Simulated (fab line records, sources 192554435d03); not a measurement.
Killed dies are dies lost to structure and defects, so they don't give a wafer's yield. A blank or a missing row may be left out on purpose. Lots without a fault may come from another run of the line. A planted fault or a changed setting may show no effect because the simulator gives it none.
fab line records | flow n5_finfet | part 1 of 2: steps 1 to 4 of 6
record lots=24 wafers=72 last_day=19
route steps=1938 shown SDB@373 HKMG_FIN@387 GATE_CUT@465
lots that met no fault: from a run of the same line without faults
start_h: hours from the record's first day to the start of the lot's first wafer shown | wait_h: hours since the lot's step before | " the same as in the row above | L1.1+2: a row that stands for several wafers | - no value, or no start given | * or withheld: withheld | < > ~ a bound
route shown NAME@n: a module of which the file shows steps, and the number in the route of the first | usual: mean/standard deviation of fault-free wafers | same: alike in all rows | chamber/n: place in a boat | sites: the reading at each site | _std_site: their standard deviation | _edge_site: outer sites' mean less inner sites' | radius_mm: how far each site lies from the wafer's centre | mask NAME#n: copy n | behind: the tool/chamber that last shaped the wafer | hold: why the lot was held/for how many hours/how that ended | device: the transistor (n, p or np) that didn't switch | end of line: the same wafers' tests at the end of the route | a step without rows: its recipe alone | killed: dies lost to structure and defects at the first sort, not the wafer's yield | map: a wafer's dies, x killed, . not, _ none there
set.NAME: the setting as run; set.NAME@STEP: as run at that earlier step | model.NAME: the simulator's own value behind a step, which no gauge read
steps of the route over a sample of lots; a table a step, a row a wafer
services: from which hour (start_h, from the record's first day; less than 0 if before it) a tool's chamber was out of use, for how many hours, and why
## steps
# step N5_SDB_ALD_29
# recipe material=SiNx target_thk_a=300 temp_c=400 ald_precursor_family=SiH2I2 ald_co_reactant=N2/H2-plasma pulse_time_s=1 ald_cycles=600 purge_time_s=2 co_reactant_purge_time_s=2 pressure_torr=2
# usual heater_power_w=851/70 precursor_pulse_height_rel=1.003/0.02
# same co_reactant_purge_time_s=2
# columns lot.wafer tool chamber start_h wait_h heater_power_w precursor_pulse_height_rel
L074.3 ald_sin-02 3 65.56 0.2 908 1.012
L074.5 " 2 66.91 1.5 970 1.007
L074.6 " 1 " " 932 0.981
L075.2 ald_sin-02 2 75.19 0.4 979 1.027
L075.3 " 3 " " 902 1.031
L075.5 " 3 76.54 1.7 929 1.041
L076.1 ald_sin-02 2 80.02 0.0 977 1.031
L076.2 " 3 " " 905 1.002
L076.6 " 3 81.37 1.4 938 1.016
L078.1 ald_sin-02 2 90.74 0.1 967 0.991
L078.3 " 1 " " 927 0.980
L078.4 " 3 " " 916 0.993
L077.1 ald_sin-03 2 91.10 0.0 763 1.019
L077.2 " 1 " " 868 1.025
L077.6 " 3 92.45 1.4 904 0.949
L079.1 ald_sin-03 1 98.18 0.0 879 1.003
L079.3 " 0 " " 799 0.997
L079.6 " 1 99.53 1.4 849 0.995
L080.3 ald_sin-02 3 103.96 0.0 924 0.981
L080.5 " 0 105.31 1.4 774 1.003
L080.6 " 3 " " 940 1.004
L081.1 ald_sin-04 2 110.81 0.0 807 0.989
L081.2 " 3 " " 804 0.995
L081.5 " 2 112.16 1.4 829 0.982
L082.1 ald_sin-02 3 118.10 0.3 940 0.987
L082.2 " 1 " " 946 0.985
L082.6 " 0 119.46 1.7 777 0.983
L083.1 ald_sin-03 3 121.08 0.2 887 1.030
L083.2 " 2 " " 753 0.992
L083.3 " 1 " " 853 0.979
L084.1 ald_sin-03 0 125.79 0.0 773 1.015
L084.5 " 3 127.15 1.4 882 0.995
L084.6 " 0 " " 786 1.008
L085.1 ald_sin-02 1 133.77 0.0 948 1.027
L085.3 " 2 " " 987 1.013
L085.6 " 1 135.12 1.4 956 1.003
L086.1 ald_sin-04 0 141.46 0.0 947 0.989
L086.3 " 3 " " 804 0.988
L086.5 " 3 142.82 1.4 794 0.981
L087.2 ald_sin-04 2 146.00 0.0 821 0.999
L087.5 " 2 147.35 1.4 829 1.023
L087.6 " 3 " " 795 1.028
L088.3 ald_sin-04 2 152.85 0.1 825 1.030
L088.5 " 2 154.21 1.4 817 1.013
L088.6 " 1 " " 777 0.999
L089.1 ald_sin-03 1 154.81 0.0 834 0.973
L089.3 " 2 " " 775 1.037
L089.6 " 3 156.17 1.4 849 1.022
L090.1 ald_sin-04 0 164.63 0.0 928 1.024
L090.3 " 2 " " 823 1.026
L090.5 " 1 165.98 1.4 783 1.008
L091.1 ald_sin-04 3 167.67 0.0 808 1.000
L091.4 " 1 " " 785 0.967
L091.6 " 1 169.03 1.4 766 1.014
L092.2 ald_sin-04 2 173.64 0.0 816 1.019
L092.3 " 3 " " 807 0.984
L092.6 " 0 174.99 1.4 937 1.004
L093.1 ald_sin-04 1 183.79 1.0 793 1.005
L093.3 " 3 " " 791 0.981
L093.5 " 0 185.14 2.4 919 1.029
L094.1 ald_sin-03 0 184.29 0.0 789 1.046
L094.2 " 1 " " 871 1.013
L094.5 " 2 185.64 1.4 753 1.004
L095.1 ald_sin-04 0 190.94 0.0 922 1.005
L095.4 " 2 " " 822 1.011
L095.6 " 1 192.29 1.4 772 0.972
L096.1 ald_sin-04 1 197.10 0.0 765 0.966
L096.3 " 3 " " 801 0.984
L096.4 " 2 " " 803 1.012
L097.1 ald_sin-04 0 208.28 0.0 921 0.996
L097.3 " 1 " " 776 1.007
L097.6 " 0 209.63 1.4 941 0.992
# step N5_HKMG_FIN_HK_ANNEAL_02
# recipe temp_c=700 time_s=30 ambient=N2 idle_temp_c=600 ramp_up_c_per_s=150 ramp_down_c_per_s=60 cool_to_c=600
# usual lamp_power_pct=8.80/0.057 lamp_zone_1_pct=8.798/0.0096 lamp_zone_2_pct=8.799/0.0098 wafer_temp_C_max=703.0/0.72
# columns lot.wafer tool chamber start_h wait_h lamp_power_pct lamp_zone_1_pct lamp_zone_2_pct wafer_temp_C_max
L074.3 rtp_anneal-02 0 69.46 0.2 8.66 8.790 8.795 702.2
L074.5 " 0 " " 8.85 8.800 8.789 701.8
L074.6 " 0 " " 8.84 8.776 8.794 703.4
L075.2 rtp_anneal-01 0 79.12 0.1 8.82 8.800 8.800 702.0
L075.3 " 0 " " 8.79 8.801 8.801 703.8
L075.5 " 0 " " 8.85 8.792 8.790 702.7
L076.1 rtp_anneal-01 0 83.97 0.2 8.91 8.788 8.799 704.0
L076.2 " 0 " " 8.77 8.793 8.807 703.3
L076.6 " 0 " " 8.79 8.802 8.778 703.4
L078.1 rtp_anneal-02 0 94.57 0.1 8.87 8.809 8.803 703.3
L078.3 " 0 " " 8.76 8.803 8.799 702.6
L078.4 " 0 " " 8.77 8.803 8.797 702.3
L077.1 rtp_anneal-01 0 95.25 0.2 8.71 8.797 8.808 703.2
L077.2 " 0 " " 8.89 8.805 8.797 702.6
L077.6 " 0 " " 8.85 8.804 8.792 703.6
L079.1 rtp_anneal-02 0 102.21 0.2 8.73 8.798 8.812 704.9
L079.3 " 0 " " 8.69 8.801 8.788 703.7
L079.6 " 0 " " 8.79 8.800 8.790 702.5
L080.3 rtp_anneal-02 0 108.26 0.2 8.70 8.794 8.800 702.6
L080.5 " 0 " " 8.75 8.797 8.802 702.6
L080.6 " 0 " " 8.75 8.796 8.795 702.3
L081.1 rtp_anneal-02 0 114.84 0.2 8.92 8.785 8.808 702.9
L081.2 " 0 " " 8.80 8.806 8.792 705.3
L081.5 " 0 " " 8.78 8.788 8.797 702.3
L082.1 rtp_anneal-02 0 122.10 0.2 8.71 8.795 8.804 703.2
L082.2 " 0 " " 8.84 8.808 8.805 703.2
L082.6 " 0 " " 8.74 8.794 8.786 703.8
L083.1 rtp_anneal-01 0 125.12 0.1 8.85 8.824 8.798 702.8
L083.2 " 0 " " 8.84 8.796 8.799 703.6
L083.3 " 0 " " 8.88 8.812 8.808 702.0
L084.1 rtp_anneal-01 0 129.62 0.1 8.77 8.788 8.813 702.3
L084.5 " 0 " " 8.80 8.804 8.802 702.1
L084.6 " 0 " " 8.90 8.784 8.811 703.9
L085.1 rtp_anneal-02 0 137.86 0.1 8.79 8.783 8.787 703.2
L085.3 " 0 " " 8.86 8.804 8.813 702.6
L085.6 " 0 " " 8.85 8.781 8.794 704.0
L086.1 rtp_anneal-01 0 145.47 0.1 8.76 8.808 8.786 702.4
L086.3 " 0 " " 8.77 8.776 8.800 702.4
L086.5 " 0 " " 8.83 8.826 8.797 704.0
L087.2 rtp_anneal-01 0 149.86 0.1 8.79 8.806 8.813 703.1
L087.5 " 0 " " 8.79 8.791 8.818 703.0
L087.6 " 0 " " 8.82 8.804 8.773 702.4
L088.3 rtp_anneal-02 0 156.82 0.3 8.80 8.813 8.795 704.5
L088.5 " 0 " " 8.81 8.805 8.812 702.7
L088.6 " 0 " " 8.76 8.805 8.809 702.1
L089.1 rtp_anneal-02 0 158.69 0.1 8.86 8.810 8.798 702.5
L089.3 " 0 " " 8.77 8.797 8.797 703.3
L089.6 " 0 " " 8.80 8.799 8.804 703.3
L090.1 rtp_anneal-02 0 168.46 0.1 8.73 8.801 8.801 702.8
L090.3 " 0 " " 8.84 8.803 8.818 703.0
L090.5 " 0 " " 8.85 8.811 8.799 703.4
L091.1 rtp_anneal-01 0 171.86 0.2 8.84 8.797 8.804 703.2
L091.4 " 0 " " 8.74 8.795 8.790 702.8
L091.6 " 0 " " 8.78 8.797 8.803 703.7
L092.2 rtp_anneal-01 0 177.55 0.1 8.74 8.783 8.802 702.2
L092.3 " 0 " " 8.83 8.808 8.807 703.0
L092.6 " 0 " " 8.78 8.777 8.778 701.6
L093.1 rtp_anneal-01 0 187.68 0.2 8.87 8.796 8.806 703.6
L093.3 " 0 " " 8.77 8.808 8.800 703.2
L093.5 " 0 " " 8.75 8.798 8.810 703.4
L094.1 rtp_anneal-02 0 188.13 0.1 8.75 8.816 8.791 703.1
L094.2 " 0 " " 8.72 8.791 8.802 703.4
L094.5 " 0 " " 8.90 8.794 8.795 702.6
L095.1 rtp_anneal-01 0 194.79 0.1 8.79 8.796 8.796 703.5
L095.4 " 0 " " 8.84 8.787 8.786 703.0
L095.6 " 0 " " 8.92 8.815 8.806 704.2
L096.1 rtp_anneal-02 0 200.94 0.1 8.69 8.796 8.796 702.4
L096.3 " 0 " " 8.77 8.797 8.795 702.5
L096.4 " 0 " " 8.74 8.790 8.800 702.7
L097.1 rtp_anneal-02 0 212.13 0.1 8.77 8.783 8.792 702.5
L097.3 " 0 " " 8.79 8.798 8.801 703.2
L097.6 " 0 " " 8.86 8.800 8.793 703.8
# step N5_HKMG_FIN_STRIP_57
# recipe chemistry=CF4 resist=SiARC power_w=300 bias_power_w=75 pressure_mtorr=50 cf4_flow_sccm=150 rf_frequency_hz=6e+07
# usual drypump_motor_current_A=5.7/0.43 oes_product_au=0.78/0.088 rf_vpp_V=271.6/1.3 showerhead_plenum_p_Torr=1.81/0.042 throttle_valve_pct=13.61/0.22
# columns lot.wafer tool chamber start_h wait_h drypump_motor_current_A oes_product_au rf_hours_counter_h rf_vpp_V showerhead_plenum_p_Torr throttle_valve_pct
L074.3 rie_diel-06 2 70.53 0.0 6.3 0.73 171 271.6 1.80 13.73
L074.5 " 3 " " 5.8 0.76 - 270.4 1.79 13.58
L074.6 " 1 " " 5.7 0.92 - 272.2 1.85 13.28
L075.2 rie_diel-02 1 80.21 0.0 4.9 0.72 192 270.1 1.77 13.58
L075.3 " 3 " " 6.3 0.69 239 269.7 1.71 13.98
L075.5 " 1 " " 5.0 0.72 - 271.1 1.77 13.58
L076.1 rie_diel-02 1 85.10 0.0 5.0 0.71 194 270.9 1.77 13.59
L076.2 " 0 " " 5.2 0.71 196 272.4 1.86 13.94
L076.6 " 3 " " 6.4 0.69 - 270.1 1.71 13.97
L078.1 rie_diel-02 2 95.57 0.0 5.8 0.88 20 271.6 1.84 13.42
L078.3 " 1 " " 5.0 0.72 197 271.8 1.77 13.60
L078.4 " 3 " " 6.4 0.69 244 269.0 1.71 13.98
L077.1 rie_diel-06 2 96.61 0.0 6.3 0.72 178 271.6 1.80 13.76
L077.2 " 3 " " 5.8 0.74 149 272.1 1.78 13.58
L077.6 " 0 " " 5.8 0.94 - 271.7 1.84 13.40
L079.1 rie_diel-06 0 103.34 0.0 5.8 0.94 10 271.9 1.84 13.42
L079.3 " 2 " " 6.3 0.72 181 271.5 1.80 13.76
L079.6 " 3 " " 5.8 0.75 - 272.2 1.78 13.60
L080.3 rie_diel-05 3 109.43 0.0 5.3 0.92 8 274.3 1.82 13.21
L080.5 " 2 " " 5.5 0.70 - 272.2 1.79 13.65
L080.6 " 1 " " 5.4 0.75 - 272.0 1.80 13.78
L081.1 rie_diel-05 3 115.98 0.0 5.3 0.91 9 271.6 1.82 13.25
L081.2 " 1 " " 5.4 0.75 149 270.0 1.80 13.79
L081.5 " 2 " " 5.5 0.70 - 271.2 1.79 13.66
L082.1 rie_diel-05 1 123.23 0.0 5.4 0.75 152 270.0 1.79 13.79
L082.2 " 0 " " 6.2 0.73 150 272.0 1.79 13.69
L082.6 " 2 " " 5.5 0.70 - 270.7 1.79 13.67
L083.1 rie_diel-06 1 126.13 0.0 5.8 0.87 23 273.3 1.84 13.33
L083.2 " 3 " " 5.9 0.74 159 272.8 1.78 13.64
L083.3 " 0 " " 5.8 0.91 18 273.0 1.84 13.41
L084.1 rie_diel-06 0 130.63 0.0 5.8 0.90 20 271.4 1.84 13.42
L084.5 " 2 " " 6.3 0.71 - 271.8 1.79 13.79
L084.6 " 3 " " 5.8 0.74 - 270.4 1.78 13.63
L085.1 rie_diel-05 2 139.27 0.0 5.5 0.70 206 270.4 1.78 13.69
L085.3 " 0 " " 6.2 0.72 157 270.8 1.78 13.74
L085.6 " 0 " " 6.2 0.72 - 271.6 1.78 13.73
L086.1 rie_diel-05 2 146.60 0.0 5.5 0.70 208 270.2 1.78 13.67
L086.3 " 3 " " 5.3 0.89 19 272.8 1.82 13.24
L086.5 " 3 " " 5.3 0.89 - 272.4 1.82 13.25
L087.2 rie_diel-02 0 150.96 0.0 5.2 0.69 220 272.6 1.86 13.99
L087.5 " 2 " " 5.8 0.86 - 272.0 1.83 13.46
L087.6 " 1 " " 5.0 0.70 - 270.8 1.76 13.66
L088.3 rie_diel-05 0 157.76 0.0 6.2 0.72 163 271.9 1.78 13.75
L088.5 " 0 " " 6.2 0.71 - 270.6 1.78 13.73
L088.6 " 3 " " 5.3 0.87 - 271.8 1.82 13.26
L089.1 rie_diel-05 2 159.69 0.0 5.5 0.70 212 270.7 1.78 13.71
L089.3 " 0 " " 6.2 0.71 163 271.2 1.78 13.74
L089.6 " 3 " " 5.3 0.87 - 272.1 1.82 13.28
L090.1 rie_diel-06 3 169.59 0.0 5.8 0.73 174 270.2 1.78 13.66
L090.3 " 2 " " 6.3 0.70 203 270.5 1.79 13.82
L090.5 " 0 " " 5.8 0.88 - 271.7 1.83 13.45
L091.1 rie_diel-02 3 173.13 0.0 6.4 0.92 11 275.1 1.91 13.44
L091.4 " 0 " " 5.2 0.70 224 273.1 1.85 14.00
L091.6 " 0 " " 5.2 0.70 - 273.0 1.85 13.99
L092.2 rie_diel-02 2 178.65 0.0 5.8 0.85 44 271.8 1.83 13.48
L092.3 " 0 " " 5.2 0.70 226 272.3 1.85 13.99
L092.6 " 0 " " 5.2 0.70 - 273.2 1.85 14.00
L093.1 rie_diel-06 3 188.68 0.0 5.8 0.73 178 270.3 1.77 13.68
L093.3 " 0 " " 5.8 0.88 36 272.5 1.83 13.46
L093.5 " 1 " " 5.8 0.84 - 270.8 1.84 13.37
L094.1 rie_diel-05 0 189.25 0.0 6.2 0.71 172 270.9 1.78 13.76
L094.2 " 3 " " 5.3 0.86 32 272.5 1.82 13.27
L094.5 " 0 " " 6.2 0.71 - 270.3 1.78 13.75
L095.1 rie_diel-05 3 196.12 0.0 5.3 0.85 35 272.0 1.82 13.29
L095.4 " 0 " " 6.2 0.70 175 270.3 1.78 13.77
L095.6 " 0 " " 6.2 0.71 - 271.4 1.78 13.76
L096.1 rie_diel-02 3 202.41 0.0 6.4 0.90 21 273.4 1.91 13.45
L096.3 " 0 " " 5.2 0.69 232 272.1 1.85 14.03
L096.4 " 3 " " 6.4 0.90 - 272.2 1.91 13.46
L097.1 rie_diel-02 0 213.26 0.0 5.2 0.68 236 272.3 1.85 14.02
L097.3 " 1 " " 5.0 0.69 235 269.1 1.76 13.67
L097.6 " 0 " " 5.2 0.69 - 272.1 1.85 14.01
# step N5_HKMG_FIN_ALD_91
# recipe material=TiN target_thk_a=10 temp_c=400 ald_precursor_family=TiCl4 ald_co_reactant=NH3 pulse_time_s=1 purge_time_s=3 co_reactant_purge_time_s=2 co_reactant_pulse_time_s=2 ald_cycles=47 pressure_torr=3
# usual heater_power_w=869/96 precursor_pulse_height_rel=1.000/0.021
# same co_reactant_purge_time_s=2
# columns lot.wafer tool chamber start_h wait_h heater_power_w precursor_pulse_height_rel
L074.3 ald_metal-04 0 74.65 0.1 921 0.993
L074.5 " 1 " " 840 1.056
L074.6 " 2 " " 848 1.018
L075.2 ald_metal-03 3 84.30 0.3 969 1.017
L075.3 " 1 " " 827 0.992
L075.5 " 2 " " 892 1.007
L076.1 ald_metal-04 2 89.17 0.3 846 1.047
L076.2 " 0 " " 910 0.988
L076.6 " 2 " " 870 1.017
L078.1 ald_metal-04 0 99.65 0.3 927 1.006
L078.3 " 3 " " 696 1.041
L078.4 " 0 " " 918 0.962
L077.1 ald_metal-03 0 100.68 0.3 1038 1.023
L077.2 " 1 " " 847 0.990
L077.6 " 2 " " 889 1.014
L079.1 ald_metal-04 2 107.30 0.3 864 0.997
L079.3 " 0 " " 931 0.991
L079.6 " 2 " " 870 0.988
L080.3 ald_metal-02 1 113.51 0.1 866 0.965
L080.5 " 1 " " 867 1.035
L080.6 " 2 " " 747 1.047
L081.1 ald_metal-04 0 120.16 0.3 921 1.014
L081.2 " 3 " " 700 1.016
L081.5 " 3 " " 707 0.960
L082.1 ald_metal-04 3 127.61 0.3 696 0.991
L082.2 " 0 " " 910 0.993
L082.6 " 3 " " 678 1.015
L083.1 ald_metal-03 0 130.45 0.3 1021 1.002
L083.2 " 2 " " 878 0.986
L083.3 " 3 " " 953 1.028
L084.1 ald_metal-03 1 134.76 0.3 827 0.991
L084.5 " 3 " " 957 0.978
L084.6 " 2 " " 865 0.997
L085.1 ald_metal-04 2 143.52 0.3 859 0.983
L085.3 " 3 " " 709 1.006
L085.6 " 0 " " 950 1.038
L086.1 ald_metal-03 1 150.66 0.3 810 0.984
L086.3 " 2 " " 907 1.003
L086.5 " 3 " " 982 0.977
L087.2 ald_metal-02 2 155.02 0.3 723 0.998
L087.5 " 1 " " 832 0.961
L087.6 " 0 " " 929 0.990
L088.3 ald_metal-03 0 162.12 0.2 1043 1.012
L088.5 " 2 " " 884 1.001
L088.6 " 1 " " 800 1.004
L089.1 ald_metal-04 1 163.86 0.3 848 1.005
L089.3 " 0 " " 921 1.019
L089.6 " 2 " " 856 1.000
L090.1 ald_metal-02 1 173.81 0.3 854 1.012
L090.3 " 3 " " 748 0.985
L090.5 " 2 " " 738 0.999
L091.1 ald_metal-04 0 177.42 0.3 927 0.977
L091.4 " 2 " " 857 1.021
L091.6 " 2 " " 883 1.009
L092.2 ald_metal-03 3 182.96 0.3 951 0.983
L092.3 " 2 " " 878 0.989
L092.6 " 0 " " 1074 0.974
L093.1 ald_metal-03 0 193.15 0.3 1062 1.010
L093.3 " 3 " " 949 1.038
L093.5 " 2 " " 896 0.967
L094.1 ald_metal-02 1 193.59 0.3 871 0.965
L094.2 " 3 " " 792 0.992
L094.5 " 1 " " 824 1.002
L095.1 ald_metal-02 1 200.24 0.3 847 0.989
L095.4 " 3 " " 788 1.001
L095.6 " 3 " " 810 0.979
L096.1 ald_metal-03 3 206.39 0.3 970 0.997
L096.3 " 1 " " 809 0.990
L096.4 " 2 " " 879 1.020
L097.1 ald_metal-02 3 217.36 0.3 774 0.991
L097.3 " 0 " " 927 0.990
L097.6 " 0 " " 906 0.996
